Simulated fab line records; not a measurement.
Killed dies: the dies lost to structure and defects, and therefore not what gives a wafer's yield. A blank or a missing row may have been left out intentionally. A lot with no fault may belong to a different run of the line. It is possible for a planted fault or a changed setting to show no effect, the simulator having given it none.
Matching of chambers -- flow n5 finfet -- 4 sister chambers for N5_PMOS_HMC_CHANNEL_EPI_ETCH_38 on rie si-03
The step etches SiO2 in CF4, target depth 1.5 nm. 8 wafers are shown with their chamber, then 10 later ones without.

## EACH WAFER AND ITS CHAMBER
wafer,chamber,throttle valve pct (%),drypump motor current A (A)
L084.2,2,21.99,6.3
L084.6,1,21.95,6.0
L087.3,1,21.94,6.0
L088.3,2,22.00,6.2
L088.4,3,22.13,6.1
L088.5,0,21.45,5.7
L089.3,0,21.45,5.7
L089.5,3,22.12,6.1

## WAFERS WITH NO CHAMBER GIVEN
wafer,throttle valve pct (%),drypump motor current A (A)
L089.6,21.46,5.8
L090.1,21.93,6.0
L090.4,21.46,5.8
L090.5,21.94,6.0
L093.1,22.11,6.1
L093.3,21.95,6.0
L093.4,21.99,6.2
L094.1,21.45,5.8
L094.4,21.95,6.0
L094.6,21.92,6.0

## WHICH CHAMBER EACH ONE RAN IN
wafer,from the rows above,in truth
L089.6,0,0
L090.1,1,1
L090.4,0,0
L090.5,1,1
L093.1,3,3
L093.3,1,1
L093.4,2,2
L094.1,0,0
L094.4,1,1
L094.6,1,1
Correct placement for 10 of the 10. Can't be placed from these rows: 0. 0 placed wrongly.
How it was worked out, from the rows above alone: a wafer's distance from a chamber is the root of the sum, over the readings, of the square of ((its reading less the chamber's mean) divided by the reading's scatter). If the next closest chamber is less than 2 further off than the closest, the wafer can't be placed; otherwise it belongs to the closest. A chamber's mean is the mean of its shown wafers. The scatter: the root of (the sum of the squares of (reading less its chamber's mean) over the shown wafers, divided by (wafers less chambers)).
